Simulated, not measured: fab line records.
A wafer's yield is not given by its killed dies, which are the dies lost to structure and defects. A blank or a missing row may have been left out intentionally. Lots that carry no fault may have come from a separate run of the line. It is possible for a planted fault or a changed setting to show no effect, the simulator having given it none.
fab line records    flow n5-finfet
record: lots: 7  wafers: 21
route steps=1938 shown MOL_CONTACT_COAG@624 BEOL_M0_SAQP@672 BEOL_M1@761 BEOL_M2@857 BEOL_M3@959 BEOL_M5@1119
start-h: the number of hours between the record's first day and the start of the first shown wafer of the lot    wait-h: hours from the lot's prior step to this one    " as in the row above    L1.1+2: one row covering several wafers at once    - no value present, or no start provided    * or withheld: withheld    < > ~ a bound
route shown NAME@n: NAME is a module with steps in the file, n the number in the route of the first one    usual: mean/standard deviation taken from wafers without a fault    same: alike in all rows    chamber/n: place in a boat    sites: per-site readings    _std_site: the standard deviation of these    _edge_site: mean of outer sites minus mean of inner sites    radius-mm: how far each site lies from the wafer's centre    mask NAME#n: copy n    behind: tool/chamber where the wafer was last shaped    hold: cause of the lot's hold/its duration in hours/its outcome    device: the n, p or np transistor that did not switch    end of line: at the end of the route, the tests of the same wafers    a step with no rows: only its recipe    killed: the dies lost at the first sort to structure and to defects; this is not the yield of the wafer    map: a wafer's dies, marking killed ones x, the rest . and places with no die _
set.NAME: the setting the step ran with; set.NAME@STEP: the setting that earlier step ran with    model.NAME: the simulator's own value behind a step, which no gauge read
one table per step and one row per wafer, for lots whose settings were changed on purpose
== steps ==
step: N5_MOL_CONTACT_COAG_CVD_140
recipe: material: W  target-thk-a: 665  mode: selective-fill  temp-c: 300  time-s: 215
lot.wafer  tool      chamber  start-h  wait-h  set.target-thk-a  model.W_of_MOL_CONTACT_COAG_CVD_140.thk-nm
L075.2     cvd-w-02  1        106.24   0.1     665               66.6
L075.3+4   "         1,0      "        "       665               66.2
L081.3     cvd-w-02  0        142.97   0.1     665               65.2
L081.5     "         0        "        "       665               65.8
L081.6     "         1        "        "       608.8             60.4
L083.3     cvd-w-02  0        154.28   0.1     721.9             72.2
L083.5     "         1        "        "       665               66.2
L083.6     "         0        "        "       721.9             71.4
L085.4+6   cvd-w-02  0        167.60   0.1     665               65.8
L085.5     "         1        "        "       665               66.2
L089.1     cvd-w-01  0        198.40   0.1     665               67
L089.3     "         0        "        "       665               66.8
L089.6     "         0        "        "       753.8             75.4
L094.1     cvd-w-02  1        219.14   0.1     665               65.8
L094.3     "         1        "        "       609.3             60.6
L094.6     "         0        "        "       609.3             60.8
L096.1     cvd-w-02  0        236.62   0.1     610.7             61.4
L096.4+5   "         0        "        "       665               66.6
step: N5_MOL_CONTACT_COAG_PRECLEAN_127
recipe: chemistry: DIW  time-s: 57.5  temp-c: 23
step: N5_MOL_CONTACT_COAG_SRD_128
recipe: dry-time-s: 32  dry: n2-spin  spin-rpm: 1500
step: N5_MOL_CONTACT_COAG_CMP_52
recipe: stop-on: SiO2  t-overpolish-s: 1.5  post-cmp-clean: w-dilute-nh4oh  down-force-psi: 4  platen-rpm: 50.289  pad-velocity-m-s: 1.0006  target-thk-nm: 66.5
lot.wafer  tool    chamber  start-h  wait-h  set.target-thk-a@MOL_CONTACT_COAG_CVD_140  model.W_of_MOL_CONTACT_COAG_CVD_140.thk-nm
L075.2     cmp-01  0        106.56   0.0     665                                        66.6
L075.4+3   "       1,3      "        "       665                                        66.2
L081.3     cmp-01  0        143.33   0.1     665                                        65.2
L081.6     "       1        "        "       608.8                                      60.4
L081.5     "       2        "        "       665                                        65.8
L083.3     cmp-01  1        154.52   0.0     721.9                                      67.6
L083.5     "       1        "        "       665                                        66.2
L083.6     "       2        "        "       721.9                                      68.2
L085.4+6   cmp-01  0,2      167.95   0.1     665                                        65.8
L085.5     "       1        "        "       665                                        66.2
L089.3     cmp-02  3        198.80   0.1     665                                        66.8
L089.1     "       0        "        "       665                                        67
L089.6     "       1        "        "       753.8                                      65.2
L094.3     cmp-04  0        219.53   0.1     609.3                                      60.6
L094.1     "       1        "        "       665                                        65.8
L094.6     "       2        "        "       609.3                                      60.8
L096.4+5   cmp-01  3,0      237.18   0.0     665                                        66.6
L096.1     "       2        "        "       610.7                                      61.4
step: N5_BEOL_M0_SAQP_ETCH_106
recipe: chemistry: N2/H2  target: SOC  target-depth-a: 1500  stop-on: SiNx  ion-energy-ev: 100  bias-w: 61  pressure-mtorr: 30  source-w: 850  n2-flow-sccm: 200  h2-flow-sccm: 200
lot.wafer  tool         chamber  start-h  wait-h  set.target-depth-a  model.SOC_of_BEOL_M0_SAQP_COAT_105.thk-nm
L075.2     rie-diel-06  0        115.25   -       1500                23
L075.3     "            2        "        "       1500                24.4
L075.4     "            1        "        "       1500                22.8
L081.3     rie-diel-06  2        151.12   -       1398                29.8
L081.5     "            0        "        "       1500                23.2
L081.6     "            1        "        "       1398                29
L083.3     rie-diel-06  1        162.68   -       1500                24.2
L083.5     "            2        "        "       1500                25.2
L083.6     "            1        "        "       1500                23.8
L085.4     rie-diel-03  3        176.14   -       1500                24.6
L085.5     "            1        "        "       1500                26.4
L085.6     "            0        "        "       1500                26.2
L089.1+6   rie-diel-06  3        206.28   -       1500                22.8
L089.3     "            0        "        "       1500                23.6
L094.1     rie-diel-05  1        226.68   -       1663                13.2
L094.3     "            0        "        "       1663                18
L094.6     "            3        "        "       1663                17.8
L096.1     rie-diel-05  1        247.17   -       1341                29
L096.4     "            0        "        "       1341                31.6
L096.5     "            1        "        "       1500                20.2
step: N5_BEOL_M0_SAQP_ETCH_107
recipe: chemistry: CH3F/O2  target: SiNx  target-depth-a: 300  mask-material: SOC  pressure-mtorr: 30  source-w: 395  bias-w: 73  Ar_flow_sccm: 150  CH3F_flow_sccm: 30  O2_flow_sccm: 20  ion-energy-ev: 120
usual: rf-vpp-V: 297/3.6
lot.wafer  tool         chamber  start-h  wait-h  set.bias-w  set.target-depth-a@BEOL_M0_SAQP_ETCH_106  rf-vpp-V  model.SOC_of_BEOL_M0_SAQP_COAT_105.thk-nm
L075.2     rie-diel-06  0        115.31   0.0     73          1500                                      292       12.4
L075.3     "            2        "        "       73          1500                                      299       13.8
L075.4     "            1        "        "       73          1500                                      299       11.8
L081.3     rie-diel-06  2        151.18   0.0     83.81       1398                                      333       18.4
L081.5     "            0        "        "       83.81       1500                                      325       11.8
L081.6     "            1        "        "       73          1398                                      301       17.8
L083.3     rie-diel-06  1        162.74   0.0     73          1500                                      301       13
L083.5     "            2        "        "       83.83       1500                                      333       13.8
L083.6     "            1        "        "       73          1500                                      301       12.8
L085.4     rie-diel-03  3        176.19   0.0     73          1500                                      294       13.6
L085.5     "            1        "        "       73          1500                                      295       15.6
L085.6     "            0        "        "       65.74       1500                                      280       15.8
L089.1     rie-diel-06  3        206.34   0.0     73          1500                                      300       11.6
L089.3     "            0        "        "       73          1500                                      293       12.6
L089.6     "            3        "        "       73          1500                                      299       11.6
L094.1     rie-diel-05  1        226.74   0.0     73          1663                                      303       2
L094.3     "            0        "        "       77.92       1663                                      309       7
L094.6     "            3        "        "       73          1663                                      298       7
L096.1     rie-diel-05  1        247.23   0.0     73          1341                                      302       17.8
L096.4     "            0        "        "       73          1341                                      292       20.6
L096.5     "            1        "        "       73          1500                                      304       9
step: N5_BEOL_M1_EXPOSE_08
recipe: mask-id: M1  na: 0.33  source-shape: dipole  sigma-inner: 0.369  sigma-outer: 0.767  polarization: unpolarized  dose-mj: 33
lot.wafer   tool            chamber  start-h  wait-h  mask  set.dose-mj
L075.2+3+4  euv-scanner-02  0        126.95   -       M1#0  33
L081.3+5+6  euv-scanner-02  0        168.49   -       M1#0  33
L083.3+5    euv-scanner-01  0        172.77   -       M1#0  34.85
L083.6      "               0        "        "       M1#0  33
L085.4+5+6  euv-scanner-02  0        185.82   -       M1#0  33
L089.1+6    euv-scanner-01  0        219.53   -       M1#0  31.31
L089.3      "               0        "        "       M1#0  33
L094.1+3    euv-scanner-02  0        236.76   -       M1#0  33
L094.6      "               0        "        "       M1#0  31.16
L096.1+5    euv-scanner-02  0        259.19   -       M1#0  33.88
L096.4      "               0        "        "       M1#0  33
step: N5_BEOL_M1_PEB_09
recipe: peb-temp-c: 100  peb-time-s: 60  resist: CAR-EUV
step: N5_BEOL_M1_DEVELOP_10
recipe: develop-time-s: 30  developer: TMAH  resist: CAR-EUV  rinse-liquid: surfactant-rinse  dry: air-spin  dev-temp-c: 23
step: N5_BEOL_M1_CD_MEAS_11
recipe: target-cd-nm: 17.05  landing-energy-ev: 500  detector: se-inlens  polarity: opening
usual: cd-nm: 16.96/0.23
lot.wafer  tool       chamber  start-h  wait-h  set.dose-mj@BEOL_M1_EXPOSE_08  cd-nm
L075.2     cd-sem-02  0        127.07   -       33                             16.73
L075.3     "          0        "        "       33                             16.73
L075.4     "          0        "        "       33                             17.07
L081.3     cd-sem-03  0        168.61   -       33                             17.11
L081.5     "          0        "        "       33                             16.83
L081.6     "          0        "        "       33                             17.32
L083.3     cd-sem-03  0        172.89   -       34.85                          18.32
L083.5     "          0        "        "       34.85                          18.22
L083.6     "          0        "        "       33                             16.89
L085.4     cd-sem-01  0        185.93   -       33                             16.61
L085.5     "          0        "        "       33                             16.77
L085.6     "          0        "        "       33                             16.74
L089.1     cd-sem-03  0        219.65   -       31.31                          15.62
L089.3     "          0        "        "       33                             17.06
L089.6     "          0        "        "       31.31                          15.80
L094.1     cd-sem-02  0        236.89   -       33                             16.98
L094.3     "          0        "        "       33                             16.75
L094.6     "          0        "        "       31.16                          15.64
L096.1     cd-sem-02  0        259.32   -       33.88                          17.55
L096.4     "          0        "        "       33                             17.17
L096.5     "          0        "        "       33.88                          17.40
step: N5_BEOL_M1_ETCH_74
recipe: chemistry: N2/H2  target: underlayer  target-depth-a: 65  mask-material: CAR-EUV  time-s: 5.2  ion-energy-ev: 200  pressure-mtorr: 30  source-w: 840  bias-w: 150  n2-flow-sccm: 200  h2-flow-sccm: 200  ends: cleared
usual: rf-vpp-V: 524.2/2.4
lot.wafer  tool         chamber  start-h  wait-h  set.bias-w  set.dose-mj@BEOL_M1_EXPOSE_08  rf-vpp-V  model.BEOL_M1.cd-offset-nm
L075.2     rie-diel-03  3        127.28   0.0     150         33                             526.1     0
L075.3     "            2        "        "       150         33                             521.0     0
L075.4     "            0        "        "       150         33                             525.6     0
L081.3     rie-diel-06  3        168.81   0.0     172.1       33                             577.4     0.2
L081.5     "            2        "        "       172.1       33                             570.1     0
L081.6     "            3        "        "       150         33                             525.7     0
L083.3     rie-diel-03  0        173.77   0.0     150         34.85                          526.2     1
L083.5     "            3        "        "       161.9       34.85                          551.4     1
L083.6     "            0        "        "       161.9       33                             551.7     0
L085.4     rie-diel-05  1        186.09   0.0     150         33                             519.6     -0.2
L085.5     "            0        "        "       173.9       33                             575.0     0
L085.6     "            3        "        "       173.9       33                             579.0     -0.2
L089.1     rie-diel-03  1        220.56   0.0     170         31.31                          569.3     -1
L089.3     "            0        "        "       150         33                             526.3     0
L089.6     "            1        "        "       170         31.31                          569.8     -1.2
L094.1     rie-diel-03  0        237.04   0.0     137.6       33                             498.7     0
L094.3     "            1        "        "       137.6       33                             496.7     -0.2
L094.6     "            0        "        "       150         31.16                          524.3     -1.4
L096.1     rie-diel-03  2        259.59   0.0     150         33.88                          521.8     0.4
L096.4     "            3        "        "       150         33                             524.7     -0.2
L096.5     "            1        "        "       157.8       33.88                          541.9     0.4
step: N5_BEOL_M1_ETCH_63
recipe: chemistry: CF4  target: SiARC  target-depth-a: 156  mask-material: CAR-EUV  time-s: 26  ion-energy-ev: 80  pressure-mtorr: 40  source-w: 545  bias-w: 36  Ar_flow_sccm: 100  cf4-flow-sccm: 100  ends: cleared
step: N5_BEOL_M1_ETCH_64
recipe: chemistry: N2/H2  target: SOC  target-depth-a: 750  overetch-a: 150  mask-material: SiARC  temp-c: 40  time-s: 112.5  ion-energy-ev: 200  pressure-mtorr: 30  source-w: 840  bias-w: 150  n2-flow-sccm: 200  h2-flow-sccm: 200
lot.wafer   tool         chamber  start-h  wait-h  set.dose-mj@BEOL_M1_EXPOSE_08  model.BEOL_M1.cd-offset-nm
L075.2+3+4  rie-diel-03  3,2,0    127.32   0.0     33                             0
L081.3+5+6  rie-diel-06  3,2,3    168.86   0.0     33                             0
L083.3+5    rie-diel-03  0,3      173.81   0.0     34.85                          1
L083.6      "            0        "        "       33                             0
L085.4+5    rie-diel-05  1,0      186.13   0.0     33                             -0.2
L085.6      "            3        "        "       33                             -0.6
L089.1      rie-diel-03  1        220.62   0.0     31.31                          -1
L089.3      "            0        "        "       33                             0.2
L089.6      "            1        "        "       31.31                          -1.4
L094.1+3    rie-diel-03  0,1      237.09   0.0     33                             -0.2
L094.6      "            0        "        "       31.16                          -1.4
L096.1      rie-diel-03  2        259.64   0.0     33.88                          0.6
L096.4      "            3        "        "       33                             0
L096.5      "            1        "        "       33.88                          0.4
step: N5_BEOL_M1_STRIP_65
recipe: chemistry: N2/H2  temp-c: 40  n2-flow-sccm: 200  h2-flow-sccm: 200  rf-frequency-hz: 6e+07
step: N5_BEOL_M1_STRIP_75
recipe: chemistry: N2/H2  temp-c: 40  n2-flow-sccm: 200  h2-flow-sccm: 200  rf-frequency-hz: 6e+07
step: N5_BEOL_M1_STRIP_66
recipe: chemistry: CF4  resist: SiARC  power-w: 300  bias-power-w: 75  pressure-mtorr: 50  cf4-flow-sccm: 150  rf-frequency-hz: 6e+07
step: N5_BEOL_M1_HM_OPEN_17
recipe: chemistry: Cl2/BCl3  target-depth-a: 200  overetch-a: 60  target: TiN  mask-material: SOC  ion-energy-ev: 150  pressure-mtorr: 10  icp-w: 1000  bias-w: 126  Cl2_flow_sccm: 53.25  bcl3-flow-sccm: 21.75  Ar_flow_sccm: 25
lot.wafer  tool          chamber  start-h  wait-h  set.dose-mj@BEOL_M1_EXPOSE_08  model.BEOL_M1.cd-offset-nm
L075.2     rie-metal-01  1        127.50   0.0     33                             -0.2
L075.3+4   "             1,0      "        "       33                             0
L081.3+5   rie-metal-02  1,0      169.05   0.1     33                             0
L081.6     "             1        "        "       33                             0.2
L083.3+5   rie-metal-02  0        174.01   0.1     34.85                          1
L083.6     "             1        "        "       33                             0
L085.4     rie-metal-01  0        186.33   0.1     33                             -0.2
L085.5     "             0        "        "       33                             -0.4
L085.6     "             1        "        "       33                             -0.6
L089.1     rie-metal-03  1        220.86   0.0     31.31                          -1
L089.3     "             0        "        "       33                             0.2
L089.6     "             1        "        "       31.31                          -1.2
L094.1     rie-metal-02  1        237.26   0.0     33                             -0.4
L094.3     "             1        "        "       33                             -0.2
L094.6     "             1        "        "       31.16                          -1.4
L096.1     rie-metal-02  1        259.80   0.0     33.88                          0.6
L096.4     "             1        "        "       33                             0
L096.5     "             0        "        "       33.88                          0.2
step: N5_BEOL_M1_STRIP_19
recipe: chemistry: O2  power-w: 400  temp-c: 40  pressure-mtorr: 30  rf-frequency-hz: 6e+07  bias-power-w: 0  overash-fraction: 0.2  o2-flow-sccm: 225
step: N5_BEOL_M1_CD_MEAS_18
recipe: pitch-nm: 36  target-cd-nm: 18
usual: cd-nm: 17.93/0.26
lot.wafer  tool       chamber  start-h  wait-h  set.dose-mj@BEOL_M1_EXPOSE_08  cd-nm
L075.2     cd-sem-01  -        127.68   0.1     33                             17.93
L075.3     "          -        "        "       33                             18.07
L075.4     "          -        "        "       33                             18.22
L081.3     cd-sem-02  -        169.22   0.1     33                             17.64
L081.5     "          -        "        "       33                             17.78
L081.6     "          -        "        "       33                             18.22
L083.3     cd-sem-03  -        174.25   0.1     34.85                          19.06
L083.5     "          -        "        "       34.85                          19.17
L083.6     "          -        "        "       33                             17.86
L085.4     cd-sem-01  -        186.61   0.1     33                             18.01
L085.5     "          -        "        "       33                             17.38
L085.6     "          -        "        "       33                             17.76
L089.1     cd-sem-02  -        221.30   0.0     31.31                          17.23
L089.3     "          -        "        "       33                             17.92
L089.6     "          -        "        "       31.31                          16.53
L094.1     cd-sem-03  -        237.44   0.0     33                             17.52
L094.3     "          -        "        "       33                             17.48
L094.6     "          -        "        "       31.16                          16.58
L096.1     cd-sem-02  -        260.01   0.0     33.88                          18.36
L096.4     "          -        "        "       33                             17.98
L096.5     "          -        "        "       33.88                          18.13
step: N5_BEOL_M1_COAT_67
recipe: resist: SOC  temp-c: 250  time-s: 60  spin-rpm: 1500  resist-thk-nm: 60
step: N5_BEOL_M1_COAT_68
recipe: resist: SiARC  temp-c: 220  time-s: 60  spin-rpm: 1500  resist-thk-nm: 12
step: N5_BEOL_M1_PRECLEAN_42
recipe: chemistry: residue-remover  time-s: 60  temp-c: 40
step: N5_BEOL_M1_SRD_43
recipe: time-s: 30  temp-c: 23  rinse-liquid: diw  dry: ipa-marangoni
step: N5_BEOL_M1_CD_MEAS_35
recipe: target-cd-nm: 18  target-cd-y-nm: 21  polarity: opening
usual: cd-nm: 17.90/0.27
lot.wafer  tool       chamber  start-h  wait-h  set.dose-mj@BEOL_M1_EXPOSE_08  cd-nm
L075.2     cd-sem-01  -        134.13   0.0     33                             18.03
L075.3     "          -        "        "       33                             17.90
L075.4     "          -        "        "       33                             18.21
L081.3     cd-sem-01  -        174.89   0.0     33                             18.13
L081.5     "          -        "        "       33                             17.51
L081.6     "          -        "        "       33                             18.29
L083.3     cd-sem-02  -        178.75   0.0     34.85                          19.17
L083.5     "          -        "        "       34.85                          18.83
L083.6     "          -        "        "       33                             17.81
L085.4     cd-sem-03  -        193.04   0.0     33                             17.54
L085.5     "          -        "        "       33                             17.33
L085.6     "          -        "        "       33                             17.15
L089.1     cd-sem-01  -        228.63   0.0     31.31                          17.50
L089.3     "          -        "        "       33                             18.53
L089.6     "          -        "        "       31.31                          17.03
L094.1     cd-sem-02  -        239.73   0.0     33                             17.32
L094.3     "          -        "        "       33                             17.37
L094.6     "          -        "        "       31.16                          16.32
L096.1     cd-sem-02  -        262.94   0.0     33.88                          18.19
L096.4     "          -        "        "       33                             17.76
L096.5     "          -        "        "       33.88                          18.08
step: N5_BEOL_M2_DESCUM_16
recipe: chemistry: O2  time-s: 7  source-power-w: 50  bias-power-w: 20  pressure-mtorr: 20  rf-frequency-hz: 2.712e+07  temp-c: 40  resist: CAR-EUV  o2-flow-sccm: 225
lot.wafer   tool         chamber  start-h  wait-h  set.time-s  model.CAR-EUV_of_BEOL_M2_COAT_05.thk-nm
L075.2+4    rie-diel-02  2,1      139.83   0.0     7           26
L075.3      "            3        "        "       7           26.2
L081.3+6    rie-diel-01  1,2      182.51   0.3     7           26
L081.5      "            3        "        "       8.413       25.4
L083.3      rie-diel-02  0        185.95   0.1     7           26
L083.5      "            0        "        "       7           26.2
L083.6      "            1        "        "       8.347       25.4
L085.4+6    rie-diel-04  2        201.12   0.0     7           26.2
L085.5      "            1        "        "       6.256       26.6
L089.1+3    rie-diel-04  0,3      234.60   0.4     8.008       25.6
L089.6      "            2        "        "       7           26.2
L094.1+6    rie-diel-01  3        248.36   0.5     8.541       25.2
L094.3      "            2        "        "       7           26.2
L096.1+4+5  rie-diel-04  1,3,0    268.90   0.0     6.318       26.4
step: N5_BEOL_M3_COAT_76
recipe: resist: underlayer  temp-c: 205  time-s: 60  spin-rpm: 1500  resist-thk-nm: 5
lot.wafer   tool            chamber  start-h  wait-h  set.spin-rpm
L075.2+3+4  litho-track-03  0        -        -       1500
L081.3+5+6  litho-track-02  0        -        -       1500
L083.3+6    litho-track-02  0        -        -       1500
L083.5      "               0        "        "       1456
L085.4+6    litho-track-03  0        -        -       1426
L085.5      "               0        "        "       1500
L089.1      litho-track-01  0        -        -       1500
L089.3+6    "               0        "        "       1666
L094.1      litho-track-03  0        -        -       1656
L094.3+6    "               0        "        "       1500
L096.1      litho-track-02  0        -        -       1649
L096.4+5    "               0        "        "       1500
step: N5_BEOL_M3_COAT_22
recipe: resist: CAR-EUV  spin-rpm: 1500  resist-thk-nm: 30
step: N5_BEOL_M3_EBR_24
recipe: solvent: PGMEA  ebr-width-mm: 1.5
step: N5_BEOL_M3_DESCUM_33
recipe: chemistry: O2  time-s: 7  source-power-w: 50  bias-power-w: 20  pressure-mtorr: 20  rf-frequency-hz: 2.712e+07  temp-c: 40  resist: CAR-EUV  o2-flow-sccm: 225
step: N5_BEOL_M3_ETCH_77
recipe: chemistry: N2/H2  target: underlayer  target-depth-a: 65  mask-material: CAR-EUV  time-s: 5.2  ion-energy-ev: 200  pressure-mtorr: 30  source-w: 840  bias-w: 150  n2-flow-sccm: 200  h2-flow-sccm: 200  ends: cleared
lot.wafer  tool         chamber  start-h  wait-h  set.spin-rpm@BEOL_M3_COAT_76  model.etch.depth-nm
L075.2     rie-diel-03  0        151.81   0.0     1500                          4.999
L075.3     "            1        "        "       1500                          4.997
L075.4     "            2        "        "       1500                          4.989
L081.3+6   rie-diel-06  3        195.34   0.0     1500                          4.98
L081.5     "            0        "        "       1500                          4.992
L083.3+6   rie-diel-05  2,3      195.38   0.0     1500                          4.987
L083.5     "            2        "        "       1456                          5.071
L085.4     rie-diel-05  1        211.48   0.0     1426                          5.103
L085.5     "            2        "        "       1500                          4.972
L085.6     "            3        "        "       1426                          5.117
L089.1     rie-diel-03  3        245.23   0.0     1500                          5.011
L089.3     "            0        "        "       1666                          4.762
L089.6     "            0        "        "       1666                          4.748
L094.1     rie-diel-06  1        261.26   0.0     1656                          4.754
L094.3     "            2        "        "       1500                          4.997
L094.6     "            2        "        "       1500                          4.989
L096.1     rie-diel-06  2        283.45   0.0     1649                          4.758
L096.4     "            3        "        "       1500                          4.99
L096.5     "            2        "        "       1500                          4.999
step: N5_BEOL_M5_COAT_71
recipe: resist: underlayer  temp-c: 205  time-s: 60  spin-rpm: 1500  resist-thk-nm: 5
lot.wafer   tool            chamber  start-h  wait-h  set.spin-rpm
L075.2+3+4  litho-track-01  0        -        -       1500
L081.3+6    litho-track-05  0        -        -       1612
L081.5      "               0        "        "       1500
L083.3      litho-track-01  0        -        -       1628
L083.5+6    "               0        "        "       1500
L085.4+5+6  litho-track-05  0        -        -       1500
L089.1      litho-track-01  0        -        -       1500
L089.3+6    "               0        "        "       1431
L094.1+3    litho-track-01  0        -        -       1500
L094.6      "               0        "        "       1439
L096.1+4+5  litho-track-02  0        -        -       1500
step: N5_BEOL_M5_COAT_05
recipe: resist: CAR-EUV  spin-rpm: 1500  resist-thk-nm: 30
step: N5_BEOL_M5_EBR_07
recipe: solvent: PGMEA  ebr-width-mm: 1.5
step: N5_BEOL_M5_DESCUM_16
recipe: chemistry: O2  time-s: 7  source-power-w: 50  bias-power-w: 20  pressure-mtorr: 20  rf-frequency-hz: 2.712e+07  temp-c: 40  resist: CAR-EUV  o2-flow-sccm: 225
step: N5_BEOL_M5_ETCH_72
recipe: chemistry: N2/H2  target: underlayer  target-depth-a: 65  mask-material: CAR-EUV  time-s: 5.2  ion-energy-ev: 200  pressure-mtorr: 30  source-w: 840  bias-w: 150  n2-flow-sccm: 200  h2-flow-sccm: 200  ends: cleared
lot.wafer  tool         chamber  start-h  wait-h  set.spin-rpm@BEOL_M5_COAT_71  model.etch.depth-nm
L075.2     rie-diel-06  0        180.75   0.0     1500                          4.997
L075.3     "            1        "        "       1500                          4.991
L075.4     "            2        "        "       1500                          4.995
L081.3     rie-diel-03  0        219.22   0.0     1612                          4.809
L081.5     "            1        "        "       1500                          5.004
L081.6     "            0        "        "       1612                          4.832
L083.3     rie-diel-06  0        220.55   0.0     1628                          4.828
L083.5     "            0        "        "       1500                          5.016
L083.6     "            1        "        "       1500                          5.025
L085.4     rie-diel-06  1        237.15   0.0     1500                          5
L085.5     "            3        "        "       1500                          4.992
L085.6     "            2        "        "       1500                          4.987
L089.1     rie-diel-03  1        267.54   0.0     1500                          5.018
L089.3     "            3        "        "       1431                          5.137
L089.6     "            0        "        "       1431                          5.132
L094.1     rie-diel-05  3        291.41   0.0     1500                          4.996
L094.3     "            1        "        "       1500                          4.986
L094.6     "            0        "        "       1439                          5.099
L096.1     rie-diel-06  3        306.79   0.0     1500                          4.998
L096.4     "            2        "        "       1500                          5.006
L096.5     "            2        "        "       1500                          5.004
== key ==
split: step: N5_MOL_CONTACT_COAG_CVD_140  setting: target-thk-a  stated: 665  by: wafer
response: step: N5_MOL_CONTACT_COAG_CVD_140  reading: model.W_of_MOL_CONTACT_COAG_CVD_140.thk-nm  change: +0.63  per: 1%  r: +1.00
response: step: N5_MOL_CONTACT_COAG_CMP_52  reading: model.W_of_MOL_CONTACT_COAG_CVD_140.thk-nm  shape: bent  at-lowest: 60.4  at-stated: 66.2  at-highest: 65.2
split: step: N5_BEOL_M0_SAQP_ETCH_106  setting: target-depth-a  stated: 1500  by: wafer
response: step: N5_BEOL_M0_SAQP_ETCH_106  reading: model.SOC_of_BEOL_M0_SAQP_COAT_105.thk-nm  change: -0.941  per: 1%  r: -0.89
response: step: N5_BEOL_M0_SAQP_ETCH_107  reading: model.SOC_of_BEOL_M0_SAQP_COAT_105.thk-nm  change: -0.952  per: 1%  r: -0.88
split: step: N5_BEOL_M0_SAQP_ETCH_107  setting: bias-w  stated: 73  by: wafer
response: step: N5_BEOL_M0_SAQP_ETCH_107  reading: rf-vpp-V  change: +1.88  per: 1%  r: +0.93
split: step: N5_BEOL_M1_EXPOSE_08  setting: dose-mj  stated: 33  by: wafer
response: step: N5_BEOL_M1_CD_MEAS_11  reading: cd-nm  change: +0.232  per: 1%  r: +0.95
response: step: N5_BEOL_M1_ETCH_74  reading: model.BEOL_M1.cd-offset-nm  change: +0.21  per: 1%  r: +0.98
response: step: N5_BEOL_M1_ETCH_64  reading: model.BEOL_M1.cd-offset-nm  change: +0.217  per: 1%  r: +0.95
response: step: N5_BEOL_M1_HM_OPEN_17  reading: model.BEOL_M1.cd-offset-nm  change: +0.203  per: 1%  r: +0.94
response: step: N5_BEOL_M1_CD_MEAS_18  reading: cd-nm  change: +0.19  per: 1%  r: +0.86
response: step: N5_BEOL_M1_CD_MEAS_35  reading: cd-nm  change: +0.207  per: 1%  r: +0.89
split: step: N5_BEOL_M1_ETCH_74  setting: bias-w  stated: 150  by: wafer
response: step: N5_BEOL_M1_ETCH_74  reading: rf-vpp-V  change: +3.37  per: 1%  r: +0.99
split: step: N5_BEOL_M2_DESCUM_16  setting: time-s  stated: 7  by: wafer
response: step: N5_BEOL_M2_DESCUM_16  reading: model.CAR-EUV_of_BEOL_M2_COAT_05.thk-nm  change: -0.0382  per: 1%  r: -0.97
split: step: N5_BEOL_M3_COAT_76  setting: spin-rpm  stated: 1500  by: wafer
response: step: N5_BEOL_M3_ETCH_77  reading: model.etch.depth-nm  change: -0.0238  per: 1%  r: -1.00
split: step: N5_BEOL_M5_COAT_71  setting: spin-rpm  stated: 1500  by: wafer
response: step: N5_BEOL_M5_ETCH_72  reading: model.etch.depth-nm  change: -0.024  per: 1%  r: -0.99
